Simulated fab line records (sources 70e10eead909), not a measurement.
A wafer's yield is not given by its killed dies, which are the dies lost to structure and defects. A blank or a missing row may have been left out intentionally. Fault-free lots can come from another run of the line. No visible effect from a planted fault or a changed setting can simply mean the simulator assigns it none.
A single fault, viewed from 2 desks	flow nandHarc	every desk sees just its own numbers, and what lay behind them comes last

== AT THE METROLOGY DESK ==
Means of the sampled wafers that have a number, per lot and without regard to the tool the lot ran on: this is what the gauges read. Marked OUT: a lot whose mean sits more than 4 standard deviations from the usual mean, which makes it out of limits; the brackets give that distance.
Columns: A = cdNm at NHARC_A_CONTACT_CD_MEAS_15, usual 89.8 nm; B = overlayXNm at NHARC_A_BLC_OVL_MEAS_11, usual -0.1 nm; C = overlayYNm at NHARC_A_BLC_OVL_MEAS_11, usual 0.1 nm
lot	first seen here	A	B	C
L507	day 16 23:04	90.4	0.4	-1.8
L510	day 17 07:20	89.3	-0.4	-0.5
L509	day 17 08:20	89.9	-1.0	-1.1
L512	day 17 22:14	90.3	-0.4	0.0
L513	day 18 00:44	89.6	0.4	-0.3
L514	day 18 17:22	90.3	1.0	0.9
L520	day 20 03:02	90.1	5.3 (+6.1) OUT	-1.4
L525	day 21 02:30	89.3	4.2 (+4.8) OUT	0.5
L524	day 21 04:17	90.0	0.3	-1.1
L527	day 22 12:55	89.2	-1.4	1.0
L530	day 22 18:38	90.1	1.9	0.8
Finding of this desk: L520, L525 out of limits; the first was L520 at day 20 06:29, on overlayXNm at NHARC_A_BLC_OVL_MEAS_11. In limits: L507, L510, L509, L512, L513, L514, L524, L527, L530.

== THE TOOL OWNER'S DESK: arfiScanner-01 ==
The tool's own readings at NHARC_A_BLC_EXPOSE_07 (exposes mask A BLC, target cd 100 nm): means of the sampled wafers that have a number, for each lot that ran on this tool. Marked OUT: a lot whose mean sits more than 4 standard deviations from the usual mean, which makes it out of limits; the brackets give that distance.
Columns: A = stageVelMmS at NHARC_A_BLC_EXPOSE_07, usual 500.02 mm/s
lot	first seen here	A
L510	day 17 11:50	500.15
L520	day 20 06:16	500.18
L525	day 21 17:23	500.12
This desk found nothing out of limits on any of the 3 lots.

== TAKEN TOGETHER ==
At day 20 06:29 the metrology desk could have sounded an alarm, on L520, L525.
The tool owner's desk saw nothing out of limits.
On record at the tool owner's desk: L520, L525, within its limits.
Every lot named ran NHARC_A_BLC_EXPOSE_07 on arfiScanner-01.

== WHAT THE SIMULATOR HAD INSERTED ==
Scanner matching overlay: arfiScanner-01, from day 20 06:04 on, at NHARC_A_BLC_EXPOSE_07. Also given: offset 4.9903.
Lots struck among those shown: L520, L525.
Time in hours between the start of the fault and the first out-of-limits reading at each desk: metrology desk, 0.
